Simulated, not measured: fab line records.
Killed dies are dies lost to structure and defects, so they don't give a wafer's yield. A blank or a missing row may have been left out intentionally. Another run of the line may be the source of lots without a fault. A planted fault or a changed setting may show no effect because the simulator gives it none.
What tool caused it?    flow nand_harc    12 lots, 36 wafers sampled, at 2 steps of a route of 1302

WHAT THE GAUGES SHOWED, per wafer
NHARC_A_CHANNEL_HOLE_D1_CD_MEAS_30. Usual: cd_nm reads 90.3 nm (standard deviation 1.3).
lot   measured      on         cd_nm (nm)      flag
L909  day 8 09:38   cd_sem-02  93.1 88.9 90.0  
L910  day 9 02:35   cd_sem-02  90.4 90.3 89.3  
L911  day 9 09:42   cd_sem-02  89.9 92.0 92.4  
L912  day 9 22:17   cd_sem-02  90.0 91.2 87.9  
L913  day 10 08:33  cd_sem-01  89.2 89.4 88.4  
L914  day 10 23:51  cd_sem-02  89.5 91.1 90.2  
L915  day 11 07:52  cd_sem-02  90.0 90.9 89.7  
L916  day 12 02:22  cd_sem-02  89.5 90.5 90.1  
L924  day 15 05:01  cd_sem-02  89.3 90.6 91.3  
L930  day 17 06:59  cd_sem-03  91.9 92.0 90.5  
L931  day 18 02:05  cd_sem-02  90.8 92.8 90.7  
L932  day 18 05:55  cd_sem-01  92.0 88.6 90.1  

WHAT TOOL EACH LOT RAN ON (gives the tool, then ch and the chambers of the sampled wafers, and finally the start)
lot   NHARC_A_CHANNEL_HOLE_D1_ETCH_16
L909  rie_diel-04 ch 0,1,2, day 8 09:38 or earlier
L910  rie_diel-12 ch 0,3, day 9 02:35 or earlier
L911  rie_diel-04 ch 0,2, day 9 09:42 or earlier
L912  rie_diel-04 ch 1,2, day 9 22:17 or earlier
L913  rie_diel-04 ch 1,2,3, day 10 08:33 or earlier
L914  rie_diel-04 ch 2,3, day 10 23:51 or earlier
L915  rie_diel-04 ch 1,2,3, day 11 07:52 or earlier
L916  rie_diel-01 ch 1,2,3, day 12 02:22 or earlier
L924  rie_diel-12 ch 1,2, day 15 05:01 or earlier
L930  rie_diel-04 ch 1,2,3, day 17 06:59 or earlier
L931  rie_diel-04 ch 0,1, day 18 02:05 or earlier
L932  rie_diel-04 ch 1,2, day 18 05:55 or earlier
- NHARC_A_CHANNEL_HOLE_D1_ETCH_16: etches the open film in O2/COS, target depth 3100 nm, time 806 s.

AS READ BY THE TOOLS THEMSELVES (means over the sampled wafers that have a number; for cases with no such wafer, the mark the record gives instead)
NHARC_A_CHANNEL_HOLE_D1_ETCH_16. Usual: cos_flow_sccm 20.00 sccm, standard deviation 0.052; drypump_motor_current_A 5.7 A, standard deviation 0.43; mfc_ar_sccm 0.008 sccm, standard deviation 0.012; o2_flow_sccm 400.1 sccm, standard deviation 1.2; oes_product_au 1.000 a.u., standard deviation 0.0096; rf_vpp_V 314.6 V, standard deviation 2.1; showerhead_plenum_p_Torr 3.15 Torr, standard deviation 0.15; throttle_valve_pct 28.331 %, standard deviation 0.009.
lot   tool         cos_flow_sccm (sccm)  drypump_motor_current_A (A)  mfc_ar_sccm (sccm)  o2_flow_sccm (sccm)  oes_product_au (a.u.)  rf_vpp_V (V)  showerhead_plenum_p_Torr (Torr)  throttle_valve_pct (%)  flag
L909  rie_diel-04  20.00                 5.8                          0.018               399.4                0.991                  315.2         3.16                             28.329                  
L910  rie_diel-12  19.99                 5.9                          0.004               400.2                0.997                  311.4         2.92                             28.329                  
L911  rie_diel-04  20.01                 5.6                          0.005               399.5                1.004                  314.5         3.13                             28.338                  
L912  rie_diel-04  19.98                 6.0                          0.030               399.8                1.003                  315.5         3.19                             28.330                  
L913  rie_diel-04  20.01                 5.6                          0.018               400.3                1.011                  314.8         3.19                             28.331                  
L914  rie_diel-04  19.98                 5.2                          0.010               400.6                1.007                  314.0         3.10                             28.326                  
L915  rie_diel-04  19.99                 5.7                          0.018               399.5                1.004                  315.3         3.19                             28.330                  
L916  rie_diel-01  20.01                 6.0                          0.007               401.0                1.001                  313.7         3.09                             28.328                  
L924  rie_diel-12  20.07                 5.9                          0.001               400.2                0.996                  315.3         3.16                             28.337                  
L930  rie_diel-04  19.98                 5.6                          0.018               400.0                1.008                  315.2         3.19                             28.329                  
L931  rie_diel-04  20.03                 6.2                          0.025               401.1                0.999                  315.4         3.25                             28.325                  
L932  rie_diel-04  19.99                 5.6                          0.023               401.2                1.000                  314.0         3.09                             28.328                  

THE ANSWER, worked out from the rows above alone
Rule: a lot counts as off when the mean over its wafers that have a number is more than 3 standard deviations away from the usual mean. A lot without any number at a reading at which 4 lots or more have one is off too. Where the step has rows for the other lots, those lots are counted as sound. The gauges are gone through in route order, then the tools' own readings, and for those a lot's mean is taken as printed above. The first step at which some lot is off is used, and at that step the reading that is off furthest; a lot without a number counts as furthest.
No lot is off at any reading shown: from this, nothing can be told.

WHAT WAS PUT IN BY THE SIMULATOR
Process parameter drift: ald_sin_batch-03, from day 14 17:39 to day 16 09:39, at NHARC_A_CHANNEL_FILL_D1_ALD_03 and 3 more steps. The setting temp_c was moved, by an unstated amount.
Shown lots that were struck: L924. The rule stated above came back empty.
